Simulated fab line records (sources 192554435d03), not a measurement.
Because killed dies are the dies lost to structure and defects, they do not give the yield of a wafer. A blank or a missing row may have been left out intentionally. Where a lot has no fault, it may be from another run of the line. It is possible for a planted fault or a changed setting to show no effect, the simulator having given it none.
Matching of chambers -- flow n5 finfet -- 4 sister chambers for N5_DUMMY_GATE_ETCH_37 on rie diel-05
The step etches SOC in N2/H2, target depth 60 nm, overetch 30 nm. 8 wafers are shown with their chamber, then 8 later ones without.

## WAFERS PAIRED WITH THEIR CHAMBERS
wafer,chamber,drypump motor current A (A),showerhead plenum p Torr (Torr)
L082.3,3,5.2,2.53
L083.2,2,6.0,2.67
L083.4,0,5.8,2.50
L083.6,0,5.8,2.49
L084.1,1,5.7,2.64
L084.4,3,5.2,2.53
L084.6,1,5.6,2.64
L090.3,2,6.0,2.67

## WAFERS WHOSE CHAMBER IS MISSING
wafer,drypump motor current A (A),showerhead plenum p Torr (Torr)
L090.4,5.8,2.49
L090.5,5.6,2.63
L095.2,5.8,2.49
L095.5,5.8,2.49
L095.6,5.7,2.63
L096.2,5.6,2.63
L096.4,5.6,2.63
L096.5,5.2,2.53

## WHICH CHAMBER EACH WENT THROUGH
wafer,from the rows above,in truth
L090.4,0,0
L090.5,1,1
L095.2,0,0
L095.5,0,0
L095.6,1,1
L096.2,1,1
L096.4,1,1
L096.5,3,3
Correctly placed: 8 of 8. Left unplaced by these rows: 0. Number placed wrongly: 0.
How it was worked out, from the rows above alone: a wafer's distance from a chamber is the root of the sum, over the readings, of the square of ((its reading less the chamber's mean) divided by the reading's scatter). If the next closest chamber is less than 2 further off than the closest, the wafer can't be placed; otherwise it belongs to the closest. A chamber's mean is the mean of its shown wafers. The scatter is the square root of a quotient: the sum, over the shown wafers, of each reading's squared deviation from its chamber's mean, divided by wafers minus chambers.
